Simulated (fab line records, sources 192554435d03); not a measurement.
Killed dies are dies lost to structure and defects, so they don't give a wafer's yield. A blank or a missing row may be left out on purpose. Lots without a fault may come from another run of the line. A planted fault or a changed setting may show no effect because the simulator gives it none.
Chamber matching | flow n5_finfet | N5_GATE_CUT_PECVD_57 on pecvd-03: 3 sister chambers
The step deposits SiNx from SiH4/NH3/N2, target thk 21 nm. 3 wafers are shown with their chamber, then 9 later ones without.

WAFERS WITH THEIR CHAMBER
wafer  | chamber | throttle_valve_pct (%)
L084.3 | 1       | 43.9
L085.5 | 2       | 37.2
L085.6 | 0       | 41.0

WAFERS WITHOUT THEIR CHAMBER
wafer  | throttle_valve_pct (%)
L092.4 | 37.1
L092.5 | 37.3
L092.6 | 40.9
L093.1 | 37.3
L093.4 | 37.3
L093.6 | 37.1
L094.1 | 37.0
L094.2 | 41.0
L094.3 | 37.1

WHICH CHAMBER EACH WENT THROUGH
wafer  | from the rows above | in truth
L092.4 | 2                   | 2
L092.5 | 2                   | 2
L092.6 | 0                   | 0
L093.1 | 2                   | 2
L093.4 | 2                   | 2
L093.6 | 2                   | 2
L094.1 | 2                   | 2
L094.2 | 0                   | 0
L094.3 | 2                   | 2
Placed correctly: 9 of 9. Can't be placed from these rows: 0. Placed wrongly: 0.
How it was worked out, from the rows above alone: a wafer's distance from a chamber is the root of the sum, over the readings, of the square of ((its reading less the chamber's mean) divided by the reading's scatter). The wafer belongs to the nearest chamber; if the next one is less than 2 further off, it can't be placed. A chamber's mean is the mean of its shown wafers. The scatter: with one shown wafer a chamber, the root of the mean of the squares of how far each hidden wafer lies from its nearest shown one.
